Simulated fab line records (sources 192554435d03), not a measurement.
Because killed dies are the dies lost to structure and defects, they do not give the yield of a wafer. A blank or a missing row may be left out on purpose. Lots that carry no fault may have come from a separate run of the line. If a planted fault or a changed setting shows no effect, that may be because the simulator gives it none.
Which tool was responsible? | flow n5-finfet | 10 lots with 28 wafers sampled at 6 steps, on a route of 1938 steps

WHAT THE GAUGES READ, wafer by wafer
N5_FIN_SAQP_CD_MEAS_31: target cd 8 nm.
lot  | measured    | on        | cd-nm (nm)
L388 | day 2 13:31 | cd-sem-01 | 7.58 8.51
L390 | day 3 01:38 | cd-sem-01 | 8.40 7.80 8.15
L392 | day 3 13:19 | cd-sem-02 | 7.87 7.96 8.21
L394 | day 4 01:32 | cd-sem-03 | 7.85 8.01
L396 | day 4 14:04 | cd-sem-02 | 7.96 7.98 8.04
L397 | day 4 23:38 | cd-sem-02 | 7.72 8.23 8.03
L401 | day 6 00:10 | cd-sem-03 | 8.07 8.03 8.20
L406 | day 7 01:51 | cd-sem-02 | 8.16 7.98 8.04
L407 | day 7 07:47 | cd-sem-03 | 8.10 8.18 8.08
L409 | day 7 19:19 | cd-sem-03 | 7.86 8.11 8.54

N5_FIN_CUT_CD_MEAS_08: target cd 29.1 nm.
lot  | measured    | on        | cd-nm (nm)
L388 | day 2 14:31 | cd-sem-01 | 29.41 28.96
L390 | day 3 02:31 | cd-sem-03 | 29.42 29.10 29.33
L392 | day 3 14:27 | cd-sem-01 | 29.31 29.36 29.40
L394 | day 4 02:33 | cd-sem-03 | 29.15 29.25
L396 | day 4 15:04 | cd-sem-02 | 29.08 28.95 29.00
L397 | day 5 00:38 | cd-sem-03 | 29.14 28.79 29.12
L401 | day 6 01:03 | cd-sem-01 | 29.17 29.00 28.88
L406 | day 7 02:44 | cd-sem-01 | 31.12 31.42 30.79
L407 | day 7 08:41 | cd-sem-02 | 30.46 30.82 30.47
L409 | day 7 20:19 | cd-sem-02 | 28.98 29.51 29.40

N5_BEOL_M4_RC_MEAS_101.
lot  | measured     | on        | DIBL_N (mV/V)  | DIBL_P (mV/V)  | IOFF_N (nA/um) | IOFF_P (nA/um) | ION_N (uA/um) | ION_P (uA/um) | SS_N (mV/dec)  | SS_P (mV/dec)  | VT_N (mV)   | VT_P (mV)
L388 | day 7 19:15  | prober-02 | 33.4 35.0      | 33.4 36.1      | 0.12 0.15      | 0.15 0.20      | 664 661       | 452 453       | 70.8 71.6      | 72.9 73.3      | 258 249     | -254 -251
L390 | day 8 17:03  | prober-02 | 36.0 38.8 38.9 | 35.8 39.2 39.4 | 0.14 0.20 0.19 | 0.22 0.28 0.28 | 661 679 675   | 460 467 473   | 72.0 71.9 72.2 | 73.4 74.3 74.7 | 255 249 248 | -250 -244 -244
L392 | day 9 00:52  | prober-01 | 39.4 39.9 40.0 | 39.1 40.1 39.6 | 0.25 0.24 0.26 | 0.27 0.28 0.28 | 681 683 683   | 460 461 464   | 72.0 72.9 72.5 | 74.2 74.2 73.5 | 244 245 246 | -247 -247 -248
L394 | day 9 17:47  | prober-01 | 34.9 35.7      | 32.9 33.0      | 0.12 0.14      | 0.18 0.19      | 653 677       | 457 462       | 71.0 70.8      | 73.2 72.8      | 255 251     | -252 -253
L396 | day 9 19:12  | prober-01 | 34.6 36.0 35.9 | 34.2 36.7 36.5 | 0.14 0.18 0.17 | 0.17 0.20 0.20 | 675 683 694   | 458 469 469   | 71.9 71.6 72.3 | 73.1 73.8 74.3 | 252 249 249 | -255 -251 -252
L397 | day 10 06:25 | prober-01 | 35.0 37.7 36.8 | 33.8 36.7 34.5 | 0.13 0.19 0.15 | 0.17 0.21 0.18 | 672 676 661   | 456 456 453   | 70.8 72.4 71.7 | 72.5 73.1 72.5 | 256 249 253 | -254 -251 -254
L401 | day 11 16:39 | prober-02 | 36.4 34.2 34.8 | 34.9 32.6 34.5 | 0.15 0.12 0.14 | 0.19 0.16 0.19 | 674 643 660   | 457 451 459   | 71.6 71.2 70.7 | 72.7 71.4 73.0 | 248 255 253 | -251 -251 -252
L406 | day 12 09:29 | prober-01 | 36.9 33.8 36.6 | 37.1 33.7 37.1 | 0.16 0.11 0.16 | 0.18 0.13 0.17 | 670 662 682   | 454 446 459   | 71.6 70.9 71.5 | 73.1 72.7 73.2 | 251 256 249 | -258 -262 -258
L407 | day 12 16:59 | prober-01 | 37.6 36.8 38.1 | 36.2 35.2 37.4 | 0.15 0.15 0.17 | 0.19 0.19 0.21 | 664 667 689   | 454 454 464   | 72.1 71.3 71.6 | 73.3 73.0 74.0 | 252 253 246 | -252 -254 -253
L409 | day 13 10:01 | prober-01 | 37.9 39.1 39.1 | 38.5 41.1 41.7 | 0.19 0.23 0.25 | 0.23 0.28 0.29 | 687 697 708   | 466 472 478   | 71.7 73.3 72.5 | 74.6 74.0 74.3 | 248 245 243 | -249 -248 -248

EACH LOT AND THE TOOL THAT RAN IT (in order: tool; ch and the chambers of the sampled wafers; start)
lot  | N5_FIN_SAQP_RECESS_71             | N5_FIN_SAQP_HM_CD_35   | N5_FIN_CUT_EXPOSE_05
L388 | vapor-etch-02 ch 0, day 2 12:50   | cd-sem-03, day 2 13:47 | euv-scanner-02 ch 0, day 2 14:23
L390 | vapor-etch-01 ch 0,1, day 3 00:58 | cd-sem-02, day 3 01:54 | euv-scanner-01 ch 0, day 3 02:23
L392 | vapor-etch-02 ch 0, day 3 12:34   | cd-sem-03, day 3 13:49 | euv-scanner-01 ch 0, day 3 14:19
L394 | vapor-etch-02 ch 1, day 4 00:51   | cd-sem-02, day 4 01:48 | euv-scanner-02 ch 0, day 4 02:25
L396 | vapor-etch-02 ch 0,1, day 4 13:25 | cd-sem-03, day 4 14:20 | euv-scanner-01 ch 0, day 4 14:57
L397 | vapor-etch-01 ch 1, day 4 22:35   | cd-sem-01, day 5 00:01 | euv-scanner-01 ch 0, day 5 00:30
L401 | vapor-etch-01 ch 0,1, day 5 23:30 | cd-sem-01, day 6 00:26 | euv-scanner-02 ch 0, day 6 00:55
L406 | vapor-etch-02 ch 1, day 7 01:07   | cd-sem-03, day 7 02:07 | euv-scanner-02 ch 0, day 7 02:37
L407 | vapor-etch-01 ch 0,1, day 7 07:07 | cd-sem-02, day 7 08:03 | euv-scanner-02 ch 0, day 7 08:33
L409 | vapor-etch-02 ch 0, day 7 18:38   | cd-sem-03, day 7 19:34 | euv-scanner-01 ch 0, day 7 20:11
- N5_FIN_SAQP_RECESS_71: chemistry HF/NH3, target SiO2, target depth 3 nm, afs cycles 1, sublimation time 60 s.
- N5_FIN_SAQP_HM_CD_35: target cd 8 nm.
- N5_FIN_CUT_EXPOSE_05: exposes mask FIN CUT.

WHAT THE TOOLS THEMSELVES READ (means of the sampled wafers that have a number; where no wafer has one, the mark that the record gives instead)
N5_FIN_SAQP_RECESS_71.
lot  | tool          | drypump-motor-current-A (A)
L388 | vapor-etch-02 | 5.80
L390 | vapor-etch-01 | 6.03
L392 | vapor-etch-02 | 5.77
L394 | vapor-etch-02 | 5.84
L396 | vapor-etch-02 | 5.80
L397 | vapor-etch-01 | 6.30
L401 | vapor-etch-01 | 5.80
L406 | vapor-etch-02 | 5.83
L407 | vapor-etch-01 | 6.06
L409 | vapor-etch-02 | 5.79

N5_FIN_SAQP_HM_CD_35.
lot  | tool      | cd-nm (nm)
L388 | cd-sem-03 | 7.75
L390 | cd-sem-02 | 8.04
L392 | cd-sem-03 | 8.24
L394 | cd-sem-02 | 8.15
L396 | cd-sem-03 | 7.77
L397 | cd-sem-01 | 7.97
L401 | cd-sem-01 | 8.21
L406 | cd-sem-03 | 8.38
L407 | cd-sem-02 | 8.18
L409 | cd-sem-03 | 8.19

N5_FIN_CUT_EXPOSE_05.
lot  | tool           | exposure-dose-mJ-cm2 | focus-offset-nm (nm) | reticle-temp-C (C)
L388 | euv-scanner-02 | 45.72                | 0.0                  | 22.87
L390 | euv-scanner-01 | 45.71                | 0.1                  | 22.93
L392 | euv-scanner-01 | 45.76                | -0.4                 | 23.03
L394 | euv-scanner-02 | 45.66                | 0.6                  | 22.83
L396 | euv-scanner-01 | 45.75                | -0.8                 | 22.88
L397 | euv-scanner-01 | 45.69                | 0.3                  | 22.94
L401 | euv-scanner-02 | 45.75                | -0.1                 | 22.91
L406 | euv-scanner-02 | 50.83                | -0.1                 | 22.97
L407 | euv-scanner-02 | 49.81                | -0.3                 | 23.06
L409 | euv-scanner-01 | 45.73                | 0.3                  | 22.91

THE ANSWER, worked out from the rows above alone
Rule: the lots themselves supply what counts as usual. The widest of any qualifying gaps counts: lots, ordered by their means at a reading, are off when they make up no more than a third of the lots, leave a main group of 4 or more, and stand apart from it by 3 or more times the standard deviation of that group's means. The tables above print the reading to a certain number of digits; a main group whose means all agree to those digits is not used. Also off: a lot with no number at a reading for which 4 or more lots have one. Where the step has rows for the other lots, those lots are counted as sound. After the gauges, taken in route order, come the tools' own readings; for these a lot's mean is taken, as printed above. At the first step where some lot is off, the reading lying furthest off is the one used; lots without a number count as furthest.
Off: L406, L407 (N5_FIN_CUT_CD_MEAS_08, cd-nm). Main group: mean 29.17 nm, sd 0.13.
If a tool, at a process step before that reading, ran all the lots that are off and no sound lot after the first of them, it fits. Not tried: the gauges at N5_FIN_CUT_CD_MEAS_08; whatever is off there is also off at N5_FIN_CUT_EXPOSE_05, on other tools, and gauge error can't account for it. One fits: N5_FIN_CUT_EXPOSE_05 on euv-scanner-02. Its last sound lot is L401 (day 6 00:55), its first lot that is off L406 (day 7 02:37): a fault that began between those two fits.
On the lots that are off, the tool's own readings at N5_FIN_CUT_EXPOSE_05 differ by more than 5 times the standard deviation of the sound lots' means, which bears it out; exposure-dose-mJ-cm2 reads 50.32 there versus 45.72 on the sound lots.

WHAT THE SIMULATOR PUT IN
Process parameter drift: euv-scanner-02, from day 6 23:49 on, at N5_FIN_CUT_EXPOSE_05. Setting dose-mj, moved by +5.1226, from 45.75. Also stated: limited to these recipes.
Lots struck among those shown: L406, L407. The rule above found the same.
